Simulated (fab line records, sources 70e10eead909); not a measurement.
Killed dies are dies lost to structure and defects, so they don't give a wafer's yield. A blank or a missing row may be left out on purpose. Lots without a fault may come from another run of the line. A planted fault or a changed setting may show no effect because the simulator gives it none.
fab line records | flow nand_harc
record lots=15 wafers=43 last_day=33
route steps=1302 shown A_CHANNEL_FILL_D1@507 A_ONON_D2@545 END@1302
lots that met no fault: from a run of the same line without faults
start_h: hours from the record's first day to the start of the lot's first wafer shown | wait_h: hours since the lot's step before | " the same as in the row above | L1.1+2: a row that stands for several wafers | - no value, or no start given | * or withheld: withheld | < > ~ a bound
route shown NAME@n: a module of which the file shows steps, and the number in the route of the first | usual: mean/standard deviation of fault-free wafers | same: alike in all rows | chamber/n: place in a boat | sites: the reading at each site | _std_site: their standard deviation | _edge_site: outer sites' mean less inner sites' | radius_mm: how far each site lies from the wafer's centre | mask NAME#n: copy n | behind: the tool/chamber that last shaped the wafer | hold: why the lot was held/for how many hours/how that ended | device: the transistor (n, p or np) that didn't switch | end of line: the same wafers' tests at the end of the route | a step without rows: its recipe alone | killed: dies lost to structure and defects at the first sort, not the wafer's yield | map: a wafer's dies, x killed, . not, _ none there
set.NAME: the setting as run; set.NAME@STEP: as run at that earlier step | model.NAME: the simulator's own value behind a step, which no gauge read
steps of the route over a sample of lots; a table a step, a row a wafer
services: from which hour (start_h, from the record's first day; less than 0 if before it) a tool's chamber was out of use, for how many hours, and why
## steps
# step NHARC_A_CHANNEL_FILL_D1_ALD_25
# recipe target_thk_a=600 pulse_time_s=10 ald_cycles=600 temp_c=300 material=SiOx
# usual heater_power_w=473/53 precursor_pulse_height_rel=1.001/0.019 susceptor_temp_C=300.01/0.19
# columns lot.wafer tool chamber start_h wait_h heater_power_w precursor_pulse_height_rel susceptor_temp_C
L223.1 ald_hk-02 2 232.21 0.7 487 0.984 300.03
L223.2 " 3 " " 518 0.997 300.24
L223.5 " 2 234.72 3.2 487 0.996 300.20
L225.2 ald_hk-01 1 258.84 0.1 485 1.005 299.97
L225.1 " 0 260.68 1.9 507 0.978 299.77
L225.5 " 1 " " 475 1.020 299.65
L226.4 ald_hk-03 3 265.33 0.7 501 1.035 300.11
L226.6 " 2 267.17 2.5 381 0.991 300.30
L226.5 " 3 " " 492 1.019 300.16
L227.3 ald_hk-03 3 272.13 0.7 510 0.961 300.29
L227.4 " 1 273.37 1.9 518 1.013 300.15
L227.6 " 3 274.61 3.1 507 1.007 300.16
L228.4 ald_hk-02 0 290.71 0.0 521 1.025 299.76
L228.1 " 1 " " 435 0.987 300.08
L229.4 ald_hk-03 1 305.50 2.2 515 0.987 299.99
L229.6 " 3 306.75 3.5 511 1.017 300.07
L237.4 ald_hk-03 2 368.62 0.0 376 0.996 299.48
L237.2 " 0 369.85 1.3 498 1.002 299.93
L237.5 " 3 371.70 3.1 509 1.009 299.95
L238.1 ald_hk-03 2 388.02 0.1 381 1.030 299.94
L238.2 " 3 " " 497 1.005 299.50
L238.3 " 1 389.88 1.9 510 1.017 299.67
L239.2 ald_hk-02 2 388.03 0.1 487 0.975 300.05
L239.3 " 1 389.88 1.9 450 0.996 299.89
L239.6 " 2 " " 495 1.004 299.80
L240.3 ald_hk-02 0 402.49 0.0 524 0.993 300.15
L240.1 " 2 403.73 1.3 508 1.017 300.15
L240.5 " 0 404.96 2.5 533 0.993 300.00
L241.3 ald_hk-01 3 418.25 0.7 535 0.996 299.82
L241.6 " 2 420.08 2.5 404 0.971 300.02
L241.5 " 3 " " 514 1.008 299.68
L242.4 ald_hk-03 2 433.30 1.3 361 0.986 300.13
L242.1 " 3 " " 462 0.978 300.01
L242.5 " 0 " " 523 1.020 300.00
L243.4 ald_hk-01 2 438.35 0.1 406 0.996 300.32
L243.1 " 0 439.59 1.3 490 1.001 299.84
L243.5 " 3 441.45 3.1 530 0.998 299.95
L244.4 ald_hk-03 2 445.26 0.7 356 0.981 300.45
L244.6 " 1 447.13 2.5 527 1.001 300.17
L244.5 " 2 " " 373 1.002 300.04
L245.4 ald_hk-03 1 453.19 0.0 527 0.996 300.06
L245.3 " 2 " " 376 1.020 300.10
L245.1 " 0 455.03 1.9 516 1.010 300.11
# step NHARC_A_ONON_D2_DEP_00
# recipe target_thk_a=10000 n2_flow_sccm=2750 n2o_flow_sccm=2000 nh3_flow_sccm=500 sih4_flow_sccm=210 temp_c=400
# usual n2o_flow_sccm=1998/6.2 susceptor_temp_C=399.97/0.22
# columns lot.wafer tool chamber start_h wait_h n2o_flow_sccm susceptor_temp_C
L223.1 pecvd_onon-03 0 283.44 0.1 2002 400.05
L223.2 " 0 " " 2009 400.62
L223.5 " 0 " " 1999 400.25
L225.1 pecvd_onon-02 0 307.54 0.1 2001 399.75
L225.2 " 0 " " 1998 399.65
L225.5 " 0 " " 1999 399.81
L226.4 pecvd_onon-03 0 312.28 0.2 2004 400.34
L226.5 " 0 " " 2004 400.34
L226.6 " 0 " " 2004 400.11
L227.3 pecvd_onon-02 0 322.90 0.2 1991 399.55
L227.4 " 0 " " 1992 399.62
L227.6 " 0 " " 1991 399.90
L228.1 pecvd_onon-02 0 345.58 0.1 2004 399.76
L228.4 " 0 " " 2009 399.93
L229.4 pecvd_onon-02 0 346.39 0.2 1993 399.92
L229.6 " 0 " " 1996 400.43
L237.2 pecvd_onon-02 0 415.32 0.1 1997 399.87
L237.4 " 0 " " 2005 400.02
L237.5 " 0 " " 1999 399.99
L238.1 pecvd_onon-03 0 429.47 0.1 1985 400.07
L238.2 " 0 " " 1989 400.26
L238.3 " 0 " " 1987 399.76
L239.2 pecvd_onon-02 0 429.70 0.1 2002 400.02
L239.3 " 0 " " 1999 399.88
L239.6 " 0 " " 2001 400.19
L240.1 pecvd_onon-02 0 449.29 0.1 1995 400.38
L240.3 " 0 " " 1991 400.15
L240.5 " 0 " " 2000 399.89
L241.3 pecvd_onon-03 0 461.80 0.2 2007 400.29
L241.5 " 0 " " 1999 399.92
L241.6 " 0 " " 2001 399.85
L242.1 pecvd_onon-04 0 477.24 0.1 2004 400.09
L242.4 " 0 " " 2005 399.89
L242.5 " 0 " " 2011 400.20
L243.1 pecvd_onon-03 0 495.36 0.1 1993 400.09
L243.4 " 0 " " 1993 400.01
L243.5 " 0 " " 1989 399.85
L244.4 pecvd_onon-02 0 495.45 0.2 2001 400.20
L244.5 " 0 " " 2006 400.11
L244.6 " 0 " " 2001 399.84
L245.1 pecvd_onon-02 0 502.25 0.1 1999 399.67
L245.3 " 0 " " 2000 399.95
L245.4 " 0 " " 1999 399.75
# step NHARC_A_ONON_D2_THK_MEAS_02
# recipe thk_meas_gauge=ellipsometry
# usual thk_nm=1001/13
# columns lot.wafer tool chamber start_h wait_h thk_nm
L223.1 film_metro-02 - 283.94 - 1030
L223.2 " - " " 1030
L223.5 " - " " 1029
L225.1 film_metro-02 - 308.05 - 985
L225.2 " - " " 986
L225.5 " - " " 986
L226.4 film_metro-01 - 312.62 - 992
L226.5 " - " " 992
L226.6 " - " " 992
L227.3 film_metro-01 - 323.29 - 981
L227.4 " - " " 652
L227.6 " - " " 651
L228.1 film_metro-02 - 346.10 - 992
L228.4 " - " " 663
L229.4 film_metro-01 - 346.73 - 678
L229.6 " - " " 678
L237.2 film_metro-01 - 415.77 - 998
L237.4 " - " " 995
L237.5 " - " " 997
L238.1 film_metro-02 - 429.98 - 1011
L238.2 " - " " 1013
L238.3 " - " " 1011
L239.2 film_metro-01 - 430.16 - 1008
L239.3 " - " " 1007
L239.6 " - " " 1008
L240.1 film_metro-02 - 449.80 - 999
L240.3 " - " " 1000
L240.5 " - " " 999
L241.3 film_metro-01 - 462.20 - 996
L241.5 " - " " 996
L241.6 " - " " 994
L242.1 film_metro-02 - 477.75 - 1006
L242.4 " - " " 1005
L242.5 " - " " 1005
L244.4 film_metro-01 - 495.78 - 999
L244.5 " - " " 998
L244.6 " - " " 998
L243.1 film_metro-02 - 495.87 - 1001
L243.4 " - " " 1003
L243.5 " - " " 1003
L245.1 film_metro-02 - 502.75 - 982
L245.3 " - " " 984
L245.4 " - " " 984
# step NHARC_END_SORT_01
# recipe temp_c=25
# usual killed_at_array=55/17 killed_at_other=0.9/1.2 killed_at_periphery=3.7/2.5 killed_dies=59/18 killed_open=3.4/1.9 killed_short=2.6/1.6
# same gross_dies=677
# columns lot.wafer tool chamber start_h wait_h killed_at_array killed_at_other killed_at_periphery killed_dies killed_open killed_short
L227.3 prober-01 0 625.40 3.1 24 0 2 26 0 4
L227.4 prober-01 0 626.21 3.4 674 0 3 677 5 5
L227.6 prober-01 0 627.82 4.0 675 0 2 677 7 3
L226.4 prober-02 0 638.19 3.4 73 0 3 76 4 3
L226.5 prober-02 0 638.99 3.7 71 0 2 73 3 1
L226.6 prober-02 0 639.78 4.0 70 0 1 71 10 2
L229.4 prober-01 0 641.84 3.4 677 0 0 677 2 3
L229.6 prober-01 0 643.45 4.0 673 0 4 677 4 3
L228.1 prober-01 0 647.29 2.5 88 2 1 91 4 4
L228.4 prober-01 0 649.71 3.4 673 1 3 677 3 2
# killed by level:class
L227.3 A_CHANNEL_HOLE_D2:chamber_film_flake=11 A_CONTACT:chamber_film_flake=4 A_CHANNEL_HOLE_D1:chamber_film_flake=3 P_STI:chamber_film_flake=2 A_ONON_D1:geometric_particle:short=1 A_CHANNEL_HOLE_D1:geometric_particle:short=1 A_ONON_D2:geometric_particle:short=1 A_WL_FILL:geometric_particle:short=1
L227.4 A_ONON_D2:area_dep=651 A_CHANNEL_HOLE_D2:chamber_film_flake=7 A_CHANNEL_HOLE_D1:chamber_film_flake=3 A_CHANNEL_FILL_D1:geometric_particle:short=2 A_ONON_D2:geometric_particle:open=2 P_STI:chamber_film_flake=2 A_DECK1_JOINT:chamber_film_flake=2 P_M0:geometric_particle:open=1
L227.6 A_ONON_D2:area_dep=653 A_CHANNEL_HOLE_D1:chamber_film_flake=7 A_CHANNEL_HOLE_D2:chamber_film_flake=3 A_CHANNEL_FILL_D1:geometric_particle:open=2 A_BLC:geometric_particle:open=2 A_CONTACT:chamber_film_flake=2 P_CONTACT:geometric_particle:open=1 A_CHANNEL_HOLE_D1:geometric_particle:short=1
L226.4 A_CHANNEL_HOLE_D1:chamber_film_flake=33 A_SLIT:chamber_film_flake=18 A_STAIRCASE:chamber_film_flake=8 A_CONTACT:chamber_film_flake=5 A_WL_FILL:geometric_particle:short=3 A_CHANNEL_HOLE_D2:chamber_film_flake=3 P_STI:chamber_film_flake=2 P_CONTACT:geometric_particle:open=1
L226.5 A_CHANNEL_HOLE_D1:chamber_film_flake=31 A_SLIT:chamber_film_flake=23 A_CHANNEL_HOLE_D2:chamber_film_flake=9 A_STAIRCASE:chamber_film_flake=4 P_CONTACT:geometric_particle:open=1 A_CHANNEL_HOLE_D1:geometric_particle:open=1 A_CHANNEL_FILL_D2:geometric_particle:open=1 A_WL_FILL:geometric_particle:short=1
L226.6 A_CHANNEL_HOLE_D1:chamber_film_flake=36 A_SLIT:chamber_film_flake=14 A_STAIRCASE:chamber_film_flake=4 A_CHANNEL_HOLE_D2:chamber_film_flake=3 A_ONON_D1:geometric_particle:open=2 A_DECK1_JOINT:geometric_particle:open=2 A_CONTACT:chamber_film_flake=2 P_M0:geometric_particle:open=1
L229.4 A_ONON_D2:area_dep=596 A_SLIT:chamber_film_flake=26 A_CHANNEL_HOLE_D1:chamber_film_flake=26 A_SGD_CUT:chamber_film_flake=9 A_CHANNEL_HOLE_D2:chamber_film_flake=7 A_BONDPAD:chamber_film_flake=3 A_CHANNEL_FILL_D1:geometric_particle:open=1 A_DECK1_JOINT:geometric_particle:short=1
L229.6 A_ONON_D2:area_dep=582 A_CHANNEL_HOLE_D1:chamber_film_flake=32 A_SLIT:chamber_film_flake=32 A_CHANNEL_HOLE_D2:chamber_film_flake=10 A_SGD_CUT:chamber_film_flake=4 P_GATE:chamber_film_flake=3 A_DECK1_JOINT:geometric_particle:open=2 A_STAIRCASE:chamber_film_flake=2
L228.1 A_CHANNEL_HOLE_D1:chamber_film_flake=28 A_CHANNEL_HOLE_D2:chamber_film_flake=26 A_SLIT:chamber_film_flake=19 A_CONTACT:chamber_film_flake=7 A_DECK1_JOINT:geometric_particle:short=2 A_WL_FILL:chamber_film_flake=2 P_M1:geometric_particle:short=1 A_ONON_D1:geometric_particle:short=1
L228.4 A_ONON_D2:area_dep=600 A_CHANNEL_HOLE_D1:chamber_film_flake=23 A_CHANNEL_HOLE_D2:chamber_film_flake=21 A_SLIT:chamber_film_flake=19 A_CONTACT:chamber_film_flake=5 P_CONTACT:geometric_particle:open=1 A_CHANNEL_FILL_D2:geometric_particle:short=1 A_STAIRCASE:geometric_particle:open=1
## services
# columns tool chamber start_h hours kind
ald_hk-03 - 212.00 10.0 pm
ald_hk-03 0 212.00 10.0 vent_cycle
ald_hk-03 1 212.00 10.0 vent_cycle
ald_hk-03 2 212.00 10.0 vent_cycle
ald_hk-03 3 212.00 10.0 vent_cycle
ald_hk-03 0 222.00 - clean
ald_hk-03 1 222.00 - clean
ald_hk-03 2 222.00 - clean
ald_hk-03 3 222.00 - clean
pecvd_onon-03 - 227.04 13.0 pm
ald_hk-03 - 247.99 1.9 repair
ald_hk-01 - 296.21 10.0 pm
pecvd_onon-04 - 311.41 13.0 pm
pecvd_onon-02 - 366.55 13.0 pm
ald_hk-03 0 391.74 10.0 vent_cycle
ald_hk-03 1 391.74 10.0 vent_cycle
ald_hk-03 0 401.74 - clean
ald_hk-03 1 401.74 - clean
ald_hk-03 2 401.74 - clean
pecvd_onon-03 - 408.04 13.0 pm
ald_hk-02 - 460.82 0.8 repair
ald_hk-01 - 474.21 10.0 pm
pecvd_onon-02 - 485.29 5.3 repair
pecvd_onon-04 - 492.41 13.0 pm
## key
first_sign step=NHARC_A_ONON_D2_THK_MEAS_02 reading=thk_nm direction=down sigmas=25 usual=1001 struck=664
effect step=NHARC_END_SORT_01 reading=killed_at_array direction=up sigmas=36 usual=55 struck=674
more_kills_born_at NHARC_A_ONON_D2_DEP_00@pecvd_onon-02=3082
met_at NHARC_A_ONON_D2_DEP_00
struck_lots L227,L228,L229
struck_wafers L227.4,L227.6,L228.4,L229.4,L229.6
later_rows_left_out L227.4,L227.6,L228.4,L229.4,L229.6
tester_left_out L227,L228,L229
not_acting_at NHARC_A_CHANNEL_FILL_D1_ALD_25
onset_between 307.54 322.90
fault kind=process_parameter_drift tool=pecvd_onon-02 chamber=- onset_h=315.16 steps=NHARC_A_ONON_D2_DEP_00 channel=target_thk_a offset=* shape=step end_h=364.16 scope=struck_wafers_only acts_in=* stated=*
# tester_left_out: of these lots the tester's yield and bins aren't shown, on N5 and GAA mostly nor the transistor test; their killed dies are dies lost to structure and defects alone, not to doping, threshold or leakage, so they don't give the yield
# later_rows_left_out: the simulator's readings of these wafers behind a module that went badly wrong aren't trusted and aren't shown, but for the sort
